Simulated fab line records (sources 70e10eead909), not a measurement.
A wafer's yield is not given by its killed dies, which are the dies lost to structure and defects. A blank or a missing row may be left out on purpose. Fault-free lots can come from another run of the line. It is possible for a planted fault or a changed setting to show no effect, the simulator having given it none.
A lot that was struck, set against a sound lot || flow nandHarc || 15 out of 1302 route steps
Sound: these wafers, L313.3, L313.5, L313.6. Wafers L302.1, L302.2, L302.4 were the ones struck. The cause is named last.
At each step with rows: each side's tool, then ch and its chambers, then its first start. Under that, the readings that differ: sound wafers || struck wafers || difference of the means || sigmas: that difference in standard deviations of wafers without a fault.
alike: readings whose means differ by less than 2 such deviations, and words and numbers that are the same on both sides. not compared: withheld readings, readings that some wafer has no value for, bounds like >300 that may hide the same value, and numbers for which the record gives no deviation and whose values overlap.
A row with sigmas, a row that says differs or no value, or rows on one side alone: a step with any of these is where the two part. Numbers that have no deviation but don't overlap get no sigmas and don't part them. A reading missing from all wafers of one side parts the sides only when that side holds two or more wafers.

first, 2 steps without rows for these wafers: NHARC_P_GATE_PEB_89 (peb time 85 s); NHARC_P_GATE_DEVELOP_90 (time 70 s).
NHARC_P_GATE_CD_MEAS_91: the cd target is 2000 nm.
  sound on cdSem-02 ch 0, day 11 22:26; struck on cdSem-01 ch 0, day 7 07:36
  alike: cdNm
then, 1 step without rows for these wafers: NHARC_P_GATE_HARDBAKE_92 (time 80 s).
NHARC_P_GATE_DESCUM_93: chemistry O2, time 3 s.
  sound on rieDiel-10 ch 0,2,3, day 11 22:37; struck on rieDiel-04 ch 0,2,3, day 7 07:46
  alike: drypumpMotorCurrentA, oesProductAu, rfVppV, showerheadPlenumPTorr, throttleValvePct
  not compared: rfHoursCounterH
then, 1 step without rows for these wafers: NHARC_P_GATE_IMPLANT_94.
NHARC_P_GATE_STRIP_113: strips in N2/H2, time 740 s.
  sound on plasmaAsher-02 ch 0,1, day 11 23:19; struck on plasmaAsher-01 ch 0,1, day 7 08:08
  alike: drypumpMotorCurrentA, heaterPowerW
  not compared: rfHoursCounterH
NHARC_P_GATE_STRIP_95: strips in O2.
  sound on plasmaAsher-02 ch 0,1, day 11 23:43; struck on plasmaAsher-01 ch 0,1, day 7 08:50
  alike: drypumpMotorCurrentA, heaterPowerW
  not compared: rfHoursCounterH
then, 1 step without rows for these wafers: NHARC_P_GATE_STRIP_96 (strips in SPM, time 900 s).
NHARC_P_GATE_RTA_64: time 1 s.
  sound on rtpAnneal-01 ch 0, day 12 00:19; struck on rtpAnneal-02 ch 0, day 7 09:25
{"reading": "lampPowerPct (%)", "sound": "36 36 36", "struck": "28 28 28", "difference": -8, "sigmas": -2}
{"reading": "lamp_zone_3_pct (%)", "sound": "36 36 36", "struck": "28 28 28", "difference": -8, "sigmas": -2}
  alike: wafer_temp_C_max
then, 1 step without rows for these wafers: NHARC_P_GATE_ETCH_77 (etches SiO2 in dHF, target depth 6 nm).
NHARC_P_GATE_DEGAS_109: time 60 s.
  sound on pvdSputter-03 at day 12 00:34; struck on pvdSputter-03 at day 7 09:44
  alike: heaterPowerW
NHARC_P_GATE_PRE_CLEAN_110: time 30 s.
  sound on pvdSputter-03 at day 12 00:37; struck on pvdSputter-03 at day 7 09:47
  no value came back on the struck wafers for biasV (V), timeS (s); on the sound wafers biasV (V) reads 201.6 198.6 200.4
then, 1 step without rows for these wafers: NHARC_P_GATE_SPUTTER_78 (material Ni, target thk 10 nm).
-- break in the record here, with 19 days between the starts of the struck wafers on either side (left off in module P_GATE, picked up again in module END, where the first step shown is number 1302 on the route) --
NHARC_END_SORT_01:
  sound on prober-02 ch 0, day 31 10:50; struck on prober-01 ch 0, day 26 06:53
  alike: killedAtArray, killedAtOther, killedAtPeriphery, killedDies, killedOpen, killedShort

== WHERE THEY PART ==
Earliest at NHARC_P_GATE_RTA_64; latest, in this record, at NHARC_P_GATE_PRE_CLEAN_110. Later steps at which nothing parts them and some readings are alike: NHARC_END_SORT_01.

WHY: the cause the simulator had injected
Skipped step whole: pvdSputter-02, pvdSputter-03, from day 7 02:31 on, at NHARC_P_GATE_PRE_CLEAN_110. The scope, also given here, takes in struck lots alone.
